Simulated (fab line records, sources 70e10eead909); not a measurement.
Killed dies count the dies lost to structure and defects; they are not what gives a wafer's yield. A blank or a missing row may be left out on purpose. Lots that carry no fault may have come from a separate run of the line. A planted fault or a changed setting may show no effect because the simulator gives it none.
fab line records	flow nand-harc	part 2 of 2: steps 5 to 6 of 6
[record] lots = 23	wafers = 69	last-day = 25
route steps=1159 shown A_STAIRCASE@553
lots that met no fault: taken from a fault-free run of the same line
start-h: start of the lot's first displayed wafer, in hours after the record's first day	wait-h: hours from the lot's prior step to this one	" as in the row above	L1.1+2: a single row standing in for several wafers	- no value present, or no start provided	* or withheld: withheld	< > ~ a bound
route shown NAME@n: NAME is a module with steps in the file, n the number in the route of the first one	usual: the fault-free wafers' mean and standard deviation	same: alike in all rows	chamber/n: place in a boat	sites: the reading at each site	_std_site: the values' standard deviation	_edge_site: inner sites' mean taken away from outer sites' mean	radius-mm: for every site, how far away it sits from the centre of the wafer	mask NAME#n: copy n	behind: the tool/chamber that last shaped the wafer	hold: reason for holding the lot/hours on hold/outcome of the hold	device: the transistor (n, p or np) that didn't switch	end of line: tests of these same wafers at the route's end	a step with no rows: only its recipe	killed: at the first sort, the dies lost to defects and structure; wafer yield is something else	map: per-die view of a wafer (x killed, . not killed, _ where there is no die)
set.NAME: the setting as run; set.NAME@STEP: as run at that earlier step	model.NAME: the simulator's own value behind a step, which no gauge read
the route's steps for a sample of lots (tables are steps, rows are wafers)
services: a tool's chamber out of use, with start hour (start-h, from the record's first day; less than 0 if before it), hours out, and reason
[[steps]]
[step NHARC_A_STAIRCASE_TRIM_224]
[recipe] time-s = 211.2	o2-flow-sccm = 500	ar-flow-sccm = 0	bias-w = 0	chemistry = O2
[usual] drypump-motor-current-A = 5.8/0.41	oes-product-au = 1.002/0.013	rf-vpp-V = 57.8/0.82	showerhead-plenum-p-Torr = 3.50/0.14	throttle-valve-pct = 17.037/0.008
lot.wafer	tool	chamber	start-h	wait-h	drypump-motor-current-A	oes-product-au	rf-hours-counter-h	rf-vpp-V	showerhead-plenum-p-Torr	throttle-valve-pct
L074.1	rie-diel-02	2	-	-	6.1	1.004	28	57.2	3.52	17.041
L074.4	"	0	"	"	5.4	0.996	28	59.1	3.49	17.032
L074.3	"	1	"	"	5.5	0.993	25	57.5	3.44	17.026
L075.4	rie-diel-02	2	-	-	6.1	1.010	35	57.1	3.52	17.035
L075.1	"	3	"	"	5.4	1.021	37	57.0	3.67	17.045
L075.5	"	2	"	"	6.1	1.009	-	59.1	3.52	17.043
L076.3	rie-diel-04	2	-	-	6.3	1.004	50	56.5	3.27	17.037
L076.2	"	3	"	"	6.2	0.999	49	58.3	3.38	17.026
L076.5	"	1	"	"	6.5	1.029	-	57.2	3.54	17.043
L077.3	rie-diel-02	3	-	-	5.4	1.025	40	58.5	3.67	17.050
L077.2	"	1	"	"	5.5	0.992	34	58.4	3.44	17.018
L077.1	"	2	"	"	6.1	1.003	37	58.5	3.51	17.025
L078.1	rie-diel-13	2	-	-	5.8	0.996	57	57.1	3.46	17.040
L078.6	"	0	"	"	5.3	0.998	-	58.1	3.35	17.034
L078.5	"	1	"	"	6.3	1.006	-	58.0	3.49	17.034
L079.1	rie-diel-02	2	-	-	6.1	1.008	40	55.8	3.51	17.045
L079.3	"	3	"	"	5.4	1.027	43	57.6	3.66	17.022
L079.2	"	0	"	"	5.5	0.994	41	56.1	3.49	17.034
L082.4	rie-diel-04	2	-	-	6.3	1.003	61	56.7	3.27	17.051
L082.1	"	3	"	"	6.2	0.998	60	57.5	3.37	17.017
L082.6	"	2	"	"	6.3	1.003	-	56.6	3.27	17.039
L080.4	rie-diel-02	3	-	-	5.4	1.019	49	59.0	3.66	17.042
L080.3	"	0	"	"	5.4	0.994	47	57.6	3.48	17.031
L080.6	"	0	"	"	5.4	1.002	-	57.7	3.48	17.034
L084.2	rie-diel-04	3	-	-	6.2	1.001	3	57.6	3.37	17.040
L084.3	"	0	"	"	5.8	0.996	3	57.0	3.32	17.040
L084.4	"	1	"	"	6.5	1.023	2	57.4	3.54	17.038
L083.1	rie-diel-02	0	-	-	5.5	1.015	53	57.4	3.48	17.025
L083.3	"	1	"	"	5.5	0.987	52	58.1	3.43	17.032
L083.6	"	0	"	"	5.4	1.008	-	57.3	3.48	17.038
L086.4	rie-diel-13	0	-	-	5.3	1.001	12	57.8	3.35	17.049
L086.3	"	2	"	"	5.8	1.003	15	57.4	3.45	17.036
L086.5	"	0	"	"	5.3	1.003	-	58.2	3.35	17.037
L088.2	rie-diel-02	2	-	-	6.1	1.001	61	58.0	3.50	17.032
L088.4	"	3	"	"	5.4	1.010	62	57.2	3.65	17.038
L088.5	"	1	"	"	5.5	0.981	-	58.2	3.43	17.037
L087.2	rie-diel-04	0	-	-	5.8	0.991	10	58.0	3.31	17.020
L087.4	"	3	"	"	6.2	1.006	10	57.7	3.37	17.034
L087.5	"	1	"	"	6.5	1.024	-	57.6	3.53	17.039
L085.3	rie-diel-13	2	-	-	5.8	0.990	18	57.6	3.45	17.026
L085.5	"	2	"	"	5.8	1.002	-	58.2	3.45	17.041
L085.6	"	3	"	"	5.4	0.986	-	58.3	3.76	17.027
L089.1	rie-diel-02	2	-	-	6.1	1.002	1	56.9	3.50	17.030
L089.6	"	1	"	"	5.5	0.980	-	58.0	3.42	17.034
L089.5	"	2	"	"	6.1	0.996	-	57.2	3.50	17.038
L090.4	rie-diel-04	3	-	-	6.2	1.010	18	56.9	3.36	17.035
L090.3	"	0	"	"	5.8	0.992	18	57.4	3.31	17.028
L090.5	"	3	"	"	6.2	0.993	-	57.8	3.36	17.038
L091.2	rie-diel-04	3	-	-	6.2	0.997	20	56.1	3.36	17.041
L091.5	"	1	"	"	6.5	1.020	-	59.6	3.53	17.054
L091.6	"	2	"	"	6.3	0.995	-	59.0	3.80	17.037
L092.1	rie-diel-13	3	-	-	5.4	0.992	22	58.3	3.76	17.038
L092.6	"	2	"	"	5.9	0.997	-	58.4	3.44	17.043
L092.5	"	3	"	"	5.4	0.995	-	57.7	3.76	17.038
L094.4	rie-diel-02	1	-	-	5.5	0.969	7	58.3	3.42	17.048
L094.1	"	2	"	"	6.1	0.988	6	58.0	3.50	17.024
L094.6	"	0	"	"	5.4	0.987	-	59.3	3.47	17.043
L093.2	rie-diel-13	3	-	-	5.4	0.991	26	58.5	3.76	17.031
L093.3	"	0	"	"	5.3	1.004	26	58.1	3.34	17.042
L093.6	"	3	"	"	5.4	0.991	-	58.2	3.76	17.024
L095.3	rie-diel-02	0	-	-	5.4	0.998	10	58.7	3.47	17.044
L095.6	"	2	"	"	6.1	1.006	-	57.0	3.50	17.046
L095.5	"	3	"	"	5.4	1.011	-	56.4	3.65	17.049
L096.2	rie-diel-13	3	-	-	5.4	0.982	30	59.1	3.75	17.031
L096.1	"	0	"	"	5.3	1.003	31	57.3	3.33	17.052
L096.4	"	1	"	"	6.3	0.990	33	57.2	3.47	17.032
L097.2	rie-diel-02	1	-	-	5.5	0.989	17	57.8	3.42	17.049
L097.4	"	2	"	"	6.1	1.007	17	58.0	3.49	17.040
L097.3	"	3	"	"	5.3	1.017	17	57.5	3.64	17.043
[step NHARC_A_STAIRCASE_ETCH_232]
[recipe] target-depth-a = 1000	time-s = 40.5	ion-energy-ev = 400	c4f8-flow-sccm = 20	o2-flow-sccm = 10	ar-flow-sccm = withheld	rf-w = 600	bias-w = 1000	chemistry = C4F8/O2
[usual] oes-product-au = 0.946/0.015	rf-fwd-power-W = 593.5/2.4	rf-vpp-V = 895/4.6
lot.wafer	tool	chamber	start-h	wait-h	oes-product-au	rf-fwd-power-W	rf-hours-counter-h	rf-vpp-V
L074.3	rie-diel-02	0	-	-	0.951	594.5	28	895
L074.1	"	2	"	"	0.940	592.9	28	896
L074.4	"	3	"	"	0.970	593.7	31	901
L075.1	rie-diel-02	3	-	-	0.953	594.8	38	900
L075.4	"	1	"	"	0.921	590.1	32	892
L075.5	"	3	"	"	0.954	595.6	-	901
L076.2	rie-diel-04	0	-	-	0.944	596.4	49	888
L076.3	"	2	"	"	0.936	599.7	50	888
L076.5	"	1	"	"	0.963	597.8	-	897
L077.3	rie-diel-02	1	-	-	0.930	593.3	35	893
L077.1	"	2	"	"	0.952	591.8	37	895
L077.2	"	3	"	"	0.957	592.9	40	901
L078.1	rie-diel-04	2	-	-	0.956	594.9	52	889
L078.5	"	0	"	"	0.962	595.7	-	889
L078.6	"	1	"	"	0.977	595.1	-	898
L079.3	rie-diel-02	1	-	-	0.931	593.2	38	894
L079.2	"	3	"	"	0.960	593.1	44	900
L079.1	"	0	"	"	0.949	598.1	41	893
L082.1	rie-diel-13	0	-	-	0.963	592.5	1	891
L082.4	"	2	"	"	0.945	590.5	1	893
L082.6	"	3	"	"	0.955	592.4	-	905
L080.3	rie-diel-02	2	-	-	0.959	591.7	45	895
L080.4	"	3	"	"	0.964	595.5	49	901
L080.6	"	2	"	"	0.952	591.4	-	897
L084.4	rie-diel-04	0	-	-	0.946	595.1	4	888
L084.3	"	1	"	"	0.951	594.9	3	897
L084.2	"	3	"	"	0.949	592.2	3	890
L083.1	rie-diel-13	2	-	-	0.968	595.9	7	893
L083.3	"	3	"	"	0.952	588.3	7	905
L083.6	"	2	"	"	0.966	591.7	-	892
L088.4	rie-diel-02	3	-	-	0.947	593.0	62	901
L088.2	"	2	"	"	0.946	594.7	61	895
L088.5	"	3	"	"	0.957	593.3	-	900
L086.3	rie-diel-13	2	-	-	0.936	594.9	15	892
L086.4	"	0	"	"	0.938	594.1	12	890
L086.5	"	2	"	"	0.942	594.8	-	893
L087.4	rie-diel-04	0	-	-	0.911	597.5	11	887
L087.2	"	3	"	"	0.930	590.3	10	890
L087.5	"	1	"	"	0.940	596.8	-	895
L085.3	rie-diel-04	1	-	-	0.956	593.8	12	894
L085.5	"	1	"	"	0.959	594.5	-	897
L085.6	"	3	"	"	0.931	589.8	-	890
L089.1	rie-diel-02	0	-	-	0.926	595.1	2	895
L089.5	"	2	"	"	0.939	590.7	-	895
L089.6	"	3	"	"	0.951	592.4	-	900
L090.4	rie-diel-02	0	-	-	0.925	594.7	2	895
L090.3	"	2	"	"	0.939	591.3	2	895
L090.5	"	3	"	"	0.963	595.3	-	899
L091.2	rie-diel-04	1	-	-	0.954	593.5	18	895
L091.5	"	0	"	"	0.944	592.7	-	887
L091.6	"	1	"	"	0.950	594.9	-	895
L092.1	rie-diel-04	2	-	-	0.958	592.9	14	905
L092.5	"	1	"	"	0.985	595.9	-	896
L092.6	"	2	"	"	0.959	591.6	-	906
L094.4	rie-diel-02	3	-	-	0.947	595.4	6	900
L094.1	"	1	"	"	0.937	589.0	8	891
L094.6	"	3	"	"	0.944	595.7	-	900
L093.2	rie-diel-13	0	-	-	0.946	590.3	26	888
L093.3	"	1	"	"	0.951	594.8	30	894
L093.6	"	0	"	"	0.946	591.1	-	889
L095.3	rie-diel-02	3	-	-	0.968	593.4	11	900
L095.6	"	1	"	"	0.926	589.8	-	892
L095.5	"	2	"	"	0.947	592.1	-	894
L096.4	rie-diel-02	3	-	-	0.944	595.2	11	901
L096.2	"	1	"	"	0.925	593.1	12	892
L096.1	"	2	"	"	0.925	592.2	12	895
L097.2	rie-diel-02	0	-	-	0.938	595.2	17	893
L097.3	"	2	"	"	0.937	588.4	18	897
L097.4	"	3	"	"	0.959	591.4	17	901
[[services]]
tool	chamber	start-h	hours	kind
rie-diel-02	0	208.95	-	clean
rie-diel-02	1	208.95	-	clean
rie-diel-02	2	208.95	-	clean
rie-diel-02	3	208.95	-	clean
rie-diel-13	0	213.81	5.5	repair
rie-diel-02	0	233.45	-	clean
rie-diel-02	1	233.45	-	clean
rie-diel-02	2	233.45	-	clean
rie-diel-02	3	233.45	-	clean
rie-diel-02	0	257.95	-	clean
rie-diel-02	1	257.95	-	clean
rie-diel-02	2	257.95	-	clean
rie-diel-02	3	257.95	-	clean
rie-diel-13	-	276.00	9.0	pm
rie-diel-02	0	282.46	-	clean
rie-diel-02	1	282.46	-	clean
rie-diel-02	2	282.46	-	clean
rie-diel-02	3	282.46	-	clean
rie-diel-04	-	290.00	9.0	pm
rie-diel-02	0	307.04	-	clean
rie-diel-02	1	307.04	-	clean
rie-diel-02	2	307.04	-	clean
rie-diel-04	2	328.79	7.2	repair
rie-diel-04	3	365.31	26.3	repair
